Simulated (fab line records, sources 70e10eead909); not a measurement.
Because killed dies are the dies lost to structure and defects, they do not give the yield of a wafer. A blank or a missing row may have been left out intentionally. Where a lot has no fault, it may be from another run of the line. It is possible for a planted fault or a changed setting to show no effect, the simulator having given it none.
The tool behind it: which one? || flow nand harc || 12 lots, 36 wafers sampled, at 6 steps of a route of 1302

== WHAT THE GAUGES READ, wafer by wafer ==
NHARC_A_BLC_CD_MEAS_10 targets a cd of 100 nm. Usual: cd nm at 100.2 nm, with a standard deviation of 0.56.
{"lot": "L402", "measured": "day 23 00:43", "on": "cd sem-01", "cd nm (nm)": "100.0 99.2 100.0", "flag": ""}
{"lot": "L405", "measured": "day 23 10:17", "on": "cd sem-01", "cd nm (nm)": "100.6 99.5 100.7", "flag": ""}
{"lot": "L407", "measured": "day 24 06:42", "on": "cd sem-01", "cd nm (nm)": "100.7 100.6 99.9", "flag": ""}
{"lot": "L406", "measured": "day 24 08:40", "on": "cd sem-01", "cd nm (nm)": "99.9 100.1 100.5", "flag": ""}
{"lot": "L408", "measured": "day 24 22:29", "on": "cd sem-03", "cd nm (nm)": "100.5 100.4 100.0", "flag": ""}
{"lot": "L409", "measured": "day 25 01:39", "on": "cd sem-02", "cd nm (nm)": "100.1 100.2 99.7", "flag": ""}
{"lot": "L416", "measured": "day 28 19:01", "on": "cd sem-01", "cd nm (nm)": "105.3 103.8 104.1", "flag": "OFF"}
{"lot": "L418", "measured": "day 28 21:43", "on": "cd sem-02", "cd nm (nm)": "104.0 105.0 104.5", "flag": "OFF"}
{"lot": "L422", "measured": "day 30 16:31", "on": "cd sem-02", "cd nm (nm)": "101.4 100.5 100.3", "flag": ""}
{"lot": "L423", "measured": "day 31 14:46", "on": "cd sem-03", "cd nm (nm)": "99.7 100.7 100.0", "flag": ""}
{"lot": "L424", "measured": "day 31 21:40", "on": "cd sem-02", "cd nm (nm)": "100.3 101.4 100.0", "flag": ""}
{"lot": "L425", "measured": "day 32 07:38", "on": "cd sem-01", "cd nm (nm)": "100.4 99.9 102.0", "flag": ""}

NHARC_END_SORT_01. Usual: killed at array 55, standard deviation 20; killed at other 0.7, standard deviation 0.96; killed at periphery 4.1, standard deviation 2.4; killed dies 60, standard deviation 20; killed open 3.3, standard deviation 1.9; killed short 2.8, standard deviation 1.6.
{"lot": "L418", "measured": "day 30 21:28", "on": "prober-01", "killed at array": 81, "killed at other": 0, "killed at periphery": 2, "killed dies": 83, "killed open": 4, "killed short": 2, "flag": ""}

== EACH LOT AND THE TOOL THAT RAN IT (in order: tool; ch and the chambers of the sampled wafers; start) ==
{"lot": "L402", "NHARC_A_CONTACT_ETCH_30": "rie diel-04 ch 0,1, day 22 19:25 or earlier", "NHARC_A_CONTACT_ETCH_134": "har cap etch-01 ch 0,1, day 22 19:25", "NHARC_A_CONTACT_ETCH_137": "har cap etch-01 ch 0,1, day 22 20:09", "NHARC_A_BLC_PEB_08": "litho track-04 ch 0, day 23 00:38"}
{"lot": "L405", "NHARC_A_CONTACT_ETCH_30": "rie diel-11 ch 0,1,2, day 23 05:18 or earlier", "NHARC_A_CONTACT_ETCH_134": "har cap etch-03 ch 0, day 23 05:18", "NHARC_A_CONTACT_ETCH_137": "har cap etch-03 ch 0, day 23 06:04", "NHARC_A_BLC_PEB_08": "litho track-06 ch 0, day 23 10:12"}
{"lot": "L407", "NHARC_A_CONTACT_ETCH_30": "rie diel-04 ch 0,1,3, day 24 01:43 or earlier", "NHARC_A_CONTACT_ETCH_134": "har cap etch-02 ch 0,1, day 24 01:43", "NHARC_A_CONTACT_ETCH_137": "har cap etch-02 ch 0,1, day 24 02:27", "NHARC_A_BLC_PEB_08": "litho track-06 ch 0, day 24 06:38"}
{"lot": "L406", "NHARC_A_CONTACT_ETCH_30": "rie diel-04 ch 0,1,2, day 24 03:19 or earlier", "NHARC_A_CONTACT_ETCH_134": "har cap etch-03 ch 0,1, day 24 03:19", "NHARC_A_CONTACT_ETCH_137": "har cap etch-03 ch 0,1, day 24 04:04", "NHARC_A_BLC_PEB_08": "litho track-06 ch 0, day 24 08:35"}
{"lot": "L408", "NHARC_A_CONTACT_ETCH_30": "rie diel-04 ch 1,2,3, day 24 17:20 or earlier", "NHARC_A_CONTACT_ETCH_134": "har cap etch-01 ch 0,1, day 24 17:20", "NHARC_A_CONTACT_ETCH_137": "har cap etch-01 ch 0,1, day 24 18:07", "NHARC_A_BLC_PEB_08": "litho track-01 ch 0, day 24 22:25"}
{"lot": "L409", "NHARC_A_CONTACT_ETCH_30": "rie diel-04 ch 1,3, day 24 20:40 or earlier", "NHARC_A_CONTACT_ETCH_134": "har cap etch-02 ch 0,1, day 24 20:40", "NHARC_A_CONTACT_ETCH_137": "har cap etch-02 ch 0,1, day 24 21:24", "NHARC_A_BLC_PEB_08": "litho track-06 ch 0, day 25 01:34"}
{"lot": "L416", "NHARC_A_CONTACT_ETCH_30": "rie diel-04 ch 1,2, day 28 13:07 or earlier", "NHARC_A_CONTACT_ETCH_134": "har cap etch-01 ch 0,1, day 28 13:07", "NHARC_A_CONTACT_ETCH_137": "har cap etch-01 ch 0,1, day 28 14:08", "NHARC_A_BLC_PEB_08": "litho track-01 ch 0, day 28 18:56"}
{"lot": "L418", "NHARC_A_CONTACT_ETCH_30": "rie diel-11 ch 0,2,3, day 28 16:46 or earlier", "NHARC_A_CONTACT_ETCH_134": "har cap etch-02 ch 0,1, day 28 16:46", "NHARC_A_CONTACT_ETCH_137": "har cap etch-02 ch 0,1, day 28 17:31", "NHARC_A_BLC_PEB_08": "litho track-01 ch 0, day 28 21:38"}
{"lot": "L422", "NHARC_A_CONTACT_ETCH_30": "rie diel-04 ch 0,2, day 30 11:01 or earlier", "NHARC_A_CONTACT_ETCH_134": "har cap etch-02 ch 0,1, day 30 11:01", "NHARC_A_CONTACT_ETCH_137": "har cap etch-02 ch 0,1, day 30 12:02", "NHARC_A_BLC_PEB_08": "litho track-06 ch 0, day 30 16:27"}
{"lot": "L423", "NHARC_A_CONTACT_ETCH_30": "rie diel-11 ch 0,1, day 31 09:43 or earlier", "NHARC_A_CONTACT_ETCH_134": "har cap etch-02 ch 0,1, day 31 09:43", "NHARC_A_CONTACT_ETCH_137": "har cap etch-02 ch 0,1, day 31 10:28", "NHARC_A_BLC_PEB_08": "litho track-01 ch 0, day 31 14:41"}
{"lot": "L424", "NHARC_A_CONTACT_ETCH_30": "rie diel-11 ch 0,1, day 31 15:58 or earlier", "NHARC_A_CONTACT_ETCH_134": "har cap etch-01 ch 0,1, day 31 15:58", "NHARC_A_CONTACT_ETCH_137": "har cap etch-01 ch 0,1, day 31 16:58", "NHARC_A_BLC_PEB_08": "litho track-06 ch 0, day 31 21:35"}
{"lot": "L425", "NHARC_A_CONTACT_ETCH_30": "rie diel-04 ch 0,2,3, day 32 02:38 or earlier", "NHARC_A_CONTACT_ETCH_134": "har cap etch-01 ch 0,1, day 32 02:38", "NHARC_A_CONTACT_ETCH_137": "har cap etch-01 ch 0,1, day 32 03:23", "NHARC_A_BLC_PEB_08": "litho track-06 ch 0, day 32 07:34"}
- NHARC_A_CONTACT_ETCH_30: etches the open film in CF4/CHF3, target depth 72.6 nm, time 36.3 s.
- NHARC_A_CONTACT_ETCH_134: etches the open film in C4F8/O2/Ar, time 140 s, target depth 700 nm.
- NHARC_A_CONTACT_ETCH_137: etches the open film in C4F8/O2/Ar, time 311 s, target depth 1912 nm.
- NHARC_A_BLC_PEB_08: peb time 65 s.

== WHAT THE TOOLS THEMSELVES READ (means of the sampled wafers that have a number; where no wafer has one, the mark that the record gives instead) ==
NHARC_A_CONTACT_ETCH_30. Usual: chamber pressure mTorr 25.004 mTorr, standard deviation 0.022; drypump motor current A 5.6 A, standard deviation 0.39; oes product au 0.935 a.u., standard deviation 0.021; rf vpp V 369.9 V, standard deviation 2; showerhead plenum p Torr 1.55 Torr, standard deviation 0.055; throttle valve pct 16.802 %, standard deviation 0.0087.
{"lot": "L402", "tool": "rie diel-04", "chamber pressure mTorr (mTorr)": 24.998, "drypump motor current A (A)": 5.3, "oes product au (a.u.)": 0.914, "rf vpp V (V)": 368.3, "showerhead plenum p Torr (Torr)": 1.50, "throttle valve pct (%)": 16.793, "flag": ""}
{"lot": "L405", "tool": "rie diel-11", "chamber pressure mTorr (mTorr)": 25.011, "drypump motor current A (A)": 5.9, "oes product au (a.u.)": 0.998, "rf vpp V (V)": 371.3, "showerhead plenum p Torr (Torr)": 1.57, "throttle valve pct (%)": 16.796, "flag": ""}
{"lot": "L407", "tool": "rie diel-04", "chamber pressure mTorr (mTorr)": 24.995, "drypump motor current A (A)": 5.4, "oes product au (a.u.)": 0.921, "rf vpp V (V)": 369.2, "showerhead plenum p Torr (Torr)": 1.53, "throttle valve pct (%)": 16.805, "flag": ""}
{"lot": "L406", "tool": "rie diel-04", "chamber pressure mTorr (mTorr)": 25.014, "drypump motor current A (A)": 5.4, "oes product au (a.u.)": 0.977, "rf vpp V (V)": 369.2, "showerhead plenum p Torr (Torr)": 1.52, "throttle valve pct (%)": 16.803, "flag": ""}
{"lot": "L408", "tool": "rie diel-04", "chamber pressure mTorr (mTorr)": 25.008, "drypump motor current A (A)": 5.5, "oes product au (a.u.)": 0.929, "rf vpp V (V)": 369.8, "showerhead plenum p Torr (Torr)": 1.53, "throttle valve pct (%)": 16.792, "flag": ""}
{"lot": "L409", "tool": "rie diel-04", "chamber pressure mTorr (mTorr)": 24.982, "drypump motor current A (A)": 5.5, "oes product au (a.u.)": 0.923, "rf vpp V (V)": 369.5, "showerhead plenum p Torr (Torr)": 1.54, "throttle valve pct (%)": 16.802, "flag": ""}
{"lot": "L416", "tool": "rie diel-04", "chamber pressure mTorr (mTorr)": 24.993, "drypump motor current A (A)": 5.4, "oes product au (a.u.)": 0.924, "rf vpp V (V)": 368.2, "showerhead plenum p Torr (Torr)": 1.50, "throttle valve pct (%)": 16.797, "flag": ""}
{"lot": "L418", "tool": "rie diel-11", "chamber pressure mTorr (mTorr)": 25.015, "drypump motor current A (A)": 5.8, "oes product au (a.u.)": 0.966, "rf vpp V (V)": 371.6, "showerhead plenum p Torr (Torr)": 1.61, "throttle valve pct (%)": 16.799, "flag": ""}
{"lot": "L422", "tool": "rie diel-04", "chamber pressure mTorr (mTorr)": 25.000, "drypump motor current A (A)": 5.6, "oes product au (a.u.)": 0.938, "rf vpp V (V)": 369.3, "showerhead plenum p Torr (Torr)": 1.54, "throttle valve pct (%)": 16.802, "flag": ""}
{"lot": "L423", "tool": "rie diel-11", "chamber pressure mTorr (mTorr)": 24.997, "drypump motor current A (A)": 6.1, "oes product au (a.u.)": 0.930, "rf vpp V (V)": 372.0, "showerhead plenum p Torr (Torr)": 1.61, "throttle valve pct (%)": 16.805, "flag": ""}
{"lot": "L424", "tool": "rie diel-11", "chamber pressure mTorr (mTorr)": 25.003, "drypump motor current A (A)": 6.2, "oes product au (a.u.)": 0.923, "rf vpp V (V)": 370.3, "showerhead plenum p Torr (Torr)": 1.57, "throttle valve pct (%)": 16.790, "flag": ""}
{"lot": "L425", "tool": "rie diel-04", "chamber pressure mTorr (mTorr)": 25.019, "drypump motor current A (A)": 5.6, "oes product au (a.u.)": 0.920, "rf vpp V (V)": 370.4, "showerhead plenum p Torr (Torr)": 1.54, "throttle valve pct (%)": 16.808, "flag": ""}

NHARC_A_CONTACT_ETCH_134. Usual: chamber pressure mTorr at 19.999 mTorr, with a standard deviation of 0.019.
{"lot": "L402", "tool": "har cap etch-01", "chamber pressure mTorr (mTorr)": 19.989, "flag": ""}
{"lot": "L405", "tool": "har cap etch-03", "chamber pressure mTorr (mTorr)": 20.012, "flag": ""}
{"lot": "L407", "tool": "har cap etch-02", "chamber pressure mTorr (mTorr)": 20.010, "flag": ""}
{"lot": "L406", "tool": "har cap etch-03", "chamber pressure mTorr (mTorr)": 19.977, "flag": ""}
{"lot": "L408", "tool": "har cap etch-01", "chamber pressure mTorr (mTorr)": 20.005, "flag": ""}
{"lot": "L409", "tool": "har cap etch-02", "chamber pressure mTorr (mTorr)": 20.010, "flag": ""}
{"lot": "L416", "tool": "har cap etch-01", "chamber pressure mTorr (mTorr)": 20.022, "flag": ""}
{"lot": "L418", "tool": "har cap etch-02", "chamber pressure mTorr (mTorr)": 20.008, "flag": ""}
{"lot": "L422", "tool": "har cap etch-02", "chamber pressure mTorr (mTorr)": 19.991, "flag": ""}
{"lot": "L423", "tool": "har cap etch-02", "chamber pressure mTorr (mTorr)": 19.990, "flag": ""}
{"lot": "L424", "tool": "har cap etch-01", "chamber pressure mTorr (mTorr)": 20.002, "flag": ""}
{"lot": "L425", "tool": "har cap etch-01", "chamber pressure mTorr (mTorr)": 19.992, "flag": ""}

NHARC_A_CONTACT_ETCH_137. Usual: chamber pressure mTorr at 20.001 mTorr, with a standard deviation of 0.018.
{"lot": "L402", "tool": "har cap etch-01", "chamber pressure mTorr (mTorr)": 20.001, "flag": ""}
{"lot": "L405", "tool": "har cap etch-03", "chamber pressure mTorr (mTorr)": 20.011, "flag": ""}
{"lot": "L407", "tool": "har cap etch-02", "chamber pressure mTorr (mTorr)": 20.003, "flag": ""}
{"lot": "L406", "tool": "har cap etch-03", "chamber pressure mTorr (mTorr)": 20.009, "flag": ""}
{"lot": "L408", "tool": "har cap etch-01", "chamber pressure mTorr (mTorr)": 20.010, "flag": ""}
{"lot": "L409", "tool": "har cap etch-02", "chamber pressure mTorr (mTorr)": 19.994, "flag": ""}
{"lot": "L416", "tool": "har cap etch-01", "chamber pressure mTorr (mTorr)": 20.017, "flag": ""}
{"lot": "L418", "tool": "har cap etch-02", "chamber pressure mTorr (mTorr)": 20.010, "flag": ""}
{"lot": "L422", "tool": "har cap etch-02", "chamber pressure mTorr (mTorr)": 19.993, "flag": ""}
{"lot": "L423", "tool": "har cap etch-02", "chamber pressure mTorr (mTorr)": 19.993, "flag": ""}
{"lot": "L424", "tool": "har cap etch-01", "chamber pressure mTorr (mTorr)": 19.996, "flag": ""}
{"lot": "L425", "tool": "har cap etch-01", "chamber pressure mTorr (mTorr)": 19.994, "flag": ""}

== THE ANSWER, worked out from the rows above alone ==
Rule: a lot is off if the mean of its wafers that have a number lies more than 3 standard deviations from the usual mean. A lot without any number at a reading at which 4 lots or more have one is off too. Where the step has rows for the other lots, those lots are counted as sound. First the gauges in route order, then the tools' own readings, where a lot's mean is used as printed above. At the first step where some lot is off, the reading lying furthest off is the one used; lots without a number count as furthest.
Off: L416, L418 (NHARC_A_BLC_CD_MEAS_10, cd nm).
A tool fits if, at a process step before that reading, it ran every lot that is off, and no sound lot after the first of them. Gauges at NHARC_A_BLC_CD_MEAS_10: tried the same way as those tools. With no start given for some of its lots, NHARC_A_CONTACT_ETCH_30 uses the hours and lot order of NHARC_A_CONTACT_ETCH_134. Of those tried, none fits.

== WHAT THE SIMULATOR HAD INSERTED ==
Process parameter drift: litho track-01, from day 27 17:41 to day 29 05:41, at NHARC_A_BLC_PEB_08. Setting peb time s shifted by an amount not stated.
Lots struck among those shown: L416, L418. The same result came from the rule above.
